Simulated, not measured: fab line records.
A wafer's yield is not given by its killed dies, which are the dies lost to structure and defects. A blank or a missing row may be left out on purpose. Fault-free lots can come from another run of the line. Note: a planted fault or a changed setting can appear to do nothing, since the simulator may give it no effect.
Which of the tools did it? | flow n5Finfet | 14 lots with 41 wafers sampled at 3 steps, on a route of 1938 steps

WHAT THE GAUGES READ, wafer by wafer
N5_DUMMY_GATE_CD_MEAS_15: target cd 25.8 nm.
lot  | measured    | on       | cdNm (nm)
L871 | day 2 22:53 | cdSem-01 | 24.35 24.73 24.92
L872 | day 3 05:35 | cdSem-03 | 25.11 24.47 24.88
L873 | day 3 11:08 | cdSem-03 | 24.90 25.10 25.33
L874 | day 3 16:49 | cdSem-03 | 25.32 24.39 25.11
L875 | day 3 23:05 | cdSem-01 | - - -
L876 | day 4 05:50 | cdSem-02 | - - -
L885 | day 6 11:41 | cdSem-02 | 25.14 25.01 24.82
L886 | day 6 19:52 | cdSem-03 | 24.74 24.92 25.37
L887 | day 7 02:16 | cdSem-01 | 25.26 24.89
L888 | day 7 05:08 | cdSem-03 | 25.49 25.02 24.97
L890 | day 7 17:01 | cdSem-02 | 24.81 25.35 24.45
L891 | day 7 23:49 | cdSem-02 | 24.75 25.18 25.45
L892 | day 8 03:11 | cdSem-02 | 25.12 25.25 24.74
L893 | day 8 10:38 | cdSem-01 | 24.94 24.75 24.92

WHICH TOOL RAN EACH LOT (tool, then ch and the chambers of the sampled wafers, then the start)
lot  | N5_STI_FIN_REVEAL_DENSIFY_30   | N5_DUMMY_GATE_PEB_13
L871 | rtpAnneal-01 ch 0, day 2 10:59 | lithoTrack-03 ch 0, day 2 22:49
L872 | rtpAnneal-02 ch 0, day 2 17:11 | lithoTrack-03 ch 0, day 3 05:31
L873 | rtpAnneal-02 ch 0, day 2 23:07 | lithoTrack-02 ch 0, day 3 11:04
L874 | rtpAnneal-02 ch 0, day 3 04:56 | lithoTrack-02 ch 0, day 3 16:45
L875 | rtpAnneal-02 ch 0, day 3 10:07 | lithoTrack-02, day 3 23:01
L876 | rtpAnneal-01 ch 0, day 3 18:09 | lithoTrack-02, day 4 05:46
L885 | rtpAnneal-02 ch 0, day 5 23:05 | lithoTrack-02 ch 0, day 6 11:37
L886 | rtpAnneal-02 ch 0, day 6 05:37 | lithoTrack-05 ch 0, day 6 19:48
L887 | rtpAnneal-02 ch 0, day 6 11:03 | lithoTrack-05 ch 0, day 7 02:12
L888 | rtpAnneal-02 ch 0, day 6 17:16 | lithoTrack-03 ch 0, day 7 05:04
L890 | rtpAnneal-02 ch 0, day 7 05:08 | lithoTrack-02 ch 0, day 7 16:57
L891 | rtpAnneal-02 ch 0, day 7 12:08 | lithoTrack-02 ch 0, day 7 23:44
L892 | rtpAnneal-02 ch 0, day 7 15:22 | lithoTrack-05 ch 0, day 8 03:07
L893 | rtpAnneal-02 ch 0, day 7 22:48 | lithoTrack-05 ch 0, day 8 10:34
- N5_STI_FIN_REVEAL_DENSIFY_30
- N5_DUMMY_GATE_PEB_13: peb time 60 s.

WHAT THE TOOLS THEMSELVES READ (means of the sampled wafers that have a number; where no wafer has one, the mark that the record gives instead)
N5_STI_FIN_REVEAL_DENSIFY_30.
lot  | tool         | lampPowerPct (%)
L871 | rtpAnneal-01 | 11.52
L872 | rtpAnneal-02 | 11.53
L873 | rtpAnneal-02 | 11.56
L874 | rtpAnneal-02 | 11.56
L875 | rtpAnneal-02 | 11.55
L876 | rtpAnneal-01 | 11.48
L885 | rtpAnneal-02 | 11.59
L886 | rtpAnneal-02 | 11.45
L887 | rtpAnneal-02 | 11.53
L888 | rtpAnneal-02 | 11.53
L890 | rtpAnneal-02 | 11.55
L891 | rtpAnneal-02 | 11.50
L892 | rtpAnneal-02 | 11.50
L893 | rtpAnneal-02 | 11.52

N5_DUMMY_GATE_PEB_13.
lot  | tool          | chillPlateTempC (C) | exhaustPa (Pa) | plateTempC (C)
L871 | lithoTrack-03 | 23.09               | 44.3           | 99.90
L872 | lithoTrack-03 | 23.09               | 44.0           | 99.86
L873 | lithoTrack-02 | 23.10               | 45.5           | 100.12
L874 | lithoTrack-02 | 23.00               | 44.3           | 99.97
L875 | lithoTrack-02 | -                   | -              | -
L876 | lithoTrack-02 | -                   | -              | -
L885 | lithoTrack-02 | 23.05               | 45.4           | 99.88
L886 | lithoTrack-05 | 23.10               | 45.9           | 100.16
L887 | lithoTrack-05 | 22.85               | 45.5           | 100.06
L888 | lithoTrack-03 | 22.95               | 45.5           | 99.83
L890 | lithoTrack-02 | 23.11               | 45.0           | 100.06
L891 | lithoTrack-02 | 22.96               | 45.9           | 99.98
L892 | lithoTrack-05 | 23.00               | 43.9           | 99.97
L893 | lithoTrack-05 | 23.05               | 45.9           | 100.00

THE ANSWER, worked out from the rows above alone
Rule: usual is defined by the lots themselves. The widest of any qualifying gaps counts: lots, ordered by their means at a reading, are off when they make up no more than a third of the lots, leave a main group of 4 or more, and stand apart from it by 3 or more times the standard deviation of that group's means. A main group whose means are all the same, to the digits that the tables above print for the reading, isn't used. A lot without any number at a reading at which 4 lots or more have one is off too. Any other lot the step has rows for is counted as sound. Order of review: gauges by route order, followed by the tools' own readings, for which a lot's mean as printed above is used. At the first step where some lot is off, the reading lying furthest off is the one used; lots without a number count as furthest.
Off: L875, L876, at N5_DUMMY_GATE_CD_MEAS_15 (cdNm). Without a number there: L875, L876. The main group: mean 24.97 nm, standard deviation 0.14.
A tool fits if, at a process step before that reading, it ran every lot that is off, and no sound lot after the first of them. Not tried: the gauges at N5_DUMMY_GATE_CD_MEAS_15; whatever is off there is also off at N5_DUMMY_GATE_PEB_13, on other tools, and gauge error can't account for it. None of those tried fits.

WHAT HAD BEEN PUT IN BY THE SIMULATOR
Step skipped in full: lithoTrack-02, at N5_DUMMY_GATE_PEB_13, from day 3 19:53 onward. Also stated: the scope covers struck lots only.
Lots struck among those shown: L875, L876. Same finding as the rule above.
